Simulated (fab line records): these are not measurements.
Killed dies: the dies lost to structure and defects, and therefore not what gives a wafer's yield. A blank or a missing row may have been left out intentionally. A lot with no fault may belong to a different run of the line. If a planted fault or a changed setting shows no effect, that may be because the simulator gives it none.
Split-lot trial -- flow n5_finfet -- route with 1938 steps; 7 lots, 21 wafers read

== THE SPLIT ITSELF ==
At N5_PASSIVATION_ETCH_54 (etches SiO2 in CHF3/O2, target depth 880 nm, time 440 s), the setting bias_w was moved away from the recipe's 170 W on 9 of the 21 wafers read, by -11.2% to +16.5%. All remaining wafers had this setting at the recipe value.

The reading comes from the split's own step.

== THE READING ==
rf_vpp_V, in V, at N5_PASSIVATION_ETCH_54 (etches SiO2 in CHF3/O2, target depth 880 nm, time 440 s). A value of 525 V with a standard deviation of 6.4 V is what fault-free wafers of this fab line usually give.

wafer,"tool, chamber at the split","bias_w as run, W",against the recipe,"rf_vpp_V, V",against lot-mates on the recipe
L081.1,"rie_diel-04, 0",170,recipe,531,-
L081.2,"rie_diel-04, 2",170,recipe,514,-
L081.6,"rie_diel-04, 3",192.6,+13.3%,581,+58
L083.1,"rie_diel-03, 1",170,recipe,524,-
L083.2,"rie_diel-03, 2",170,recipe,534,-
L083.4,"rie_diel-03, 0",170,recipe,520,-
L088.1,"rie_diel-04, 2",170,recipe,515,-
L088.5,"rie_diel-04, 2",151,-11.2%,467,-48
L088.6,"rie_diel-04, 0",151,-11.2%,482,-33
L090.2,"rie_diel-04, 3",191.7,+12.8%,578,no lot-mate on the recipe
L090.3,"rie_diel-04, 2",191.7,+12.8%,567,no lot-mate on the recipe
L090.4,"rie_diel-04, 3",191.7,+12.8%,579,no lot-mate on the recipe
L091.2,"rie_diel-03, 1",198,+16.5%,595,+67
L091.3,"rie_diel-03, 3",170,recipe,528,-
L091.5,"rie_diel-03, 0",198,+16.5%,587,+59
L093.2,"rie_diel-04, 0",170,recipe,529,-
L093.3,"rie_diel-04, 2",153.9,-9.5%,473,-56
L093.4,"rie_diel-04, 0",170,recipe,530,-
L092.3,"rie_diel-03, 3",170,recipe,528,-
L092.4,"rie_diel-03, 2",170,recipe,533,-
L092.6,"rie_diel-03, 2",170,recipe,533,-

FIT RESULTS
A straight line over all 21 wafers: rf_vpp_V changes by +4.19 V for each +1% of bias_w; r = +0.98; the points scatter about the line by 7.3 V.
The same after taking each lot's own level away (the mean of its wafers on the recipe; 18 wafers): +4.06 V for each +1%; r = +0.98; scatter 7.2 V.
On that fit, the largest move of bias_w shifts the reading by 67 V.
The lots' own levels span 515.0 to 531.3 V, that is 2.6 times the standard deviation above.
Hence the lot-to-lot level has little effect on the slope; both slopes agree.
Check: for one of the wafers moved furthest among these (+16.5%), held out of the fit, the line's prediction against its lot-mates is +66 V. Against them it came out at +67 V.
Tool readings at the split's step, against how far the setting was moved: rf_vpp_V r = +0.98.

== ADDITIONAL SPLITS CARRIED BY THESE WAFERS ==
Note: prior to the reading, these wafers also went through further splits. Each is held against what the fit with the lots' levels taken away leaves over:
other split on the same wafers,wafers away from the commonest value,r with rf_vpp_V (lot level and that fit taken away)
N5_PASSIVATION_PASS_ETCH_47 time_s,7,-0.30

== THE WHOLE CHAIN: every reading that the file lists as answering this split, in the file's order ==
step,what it does,reading,change (the file's fit),r (the file's)
N5_PASSIVATION_ETCH_54,"etches SiO2 in CHF3/O2, target depth 880 nm, time 440 s",rf_vpp_V,+4.23 V for each +1% of the setting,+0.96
N5_PASSIVATION_ETCH_54,"etches SiO2 in CHF3/O2, target depth 880 nm, time 440 s","PASSIVATION.feature_depth_nm (the simulator's own value, which no gauge read)",+2.91 nm for each +1% of the setting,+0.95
N5_PASSIVATION_ETCH_54,"etches SiO2 in CHF3/O2, target depth 880 nm, time 440 s","etch.depth_nm (the simulator's own value, which no gauge read)",+2.91 nm for each +1% of the setting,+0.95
N5_PASSIVATION_PROBE_49,,defect_limited_yield,"not straight: 90.0 at the lowest setting, 90.6 at the recipe, 88.2 at the highest",not given
N5_PASSIVATION_PROBE_49,,killed_dies,"not straight: 118 at the lowest setting, 111 at the recipe, 140 at the highest",not given
N5_PASSIVATION_PROBE_49,,sort_bin_5_function,"not straight: 6.3 at the lowest setting, 5.4 at the recipe, 7.2 at the highest",not given
N5_PASSIVATION_PROBE_49,,sort_n_pass,"not straight: 1062 at the lowest setting, 1069 at the recipe, 1040 at the highest",not given

== FILE'S OWN FIT ==
rf_vpp_V changes by +4.23 V for each +1% of bias_w, r = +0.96.
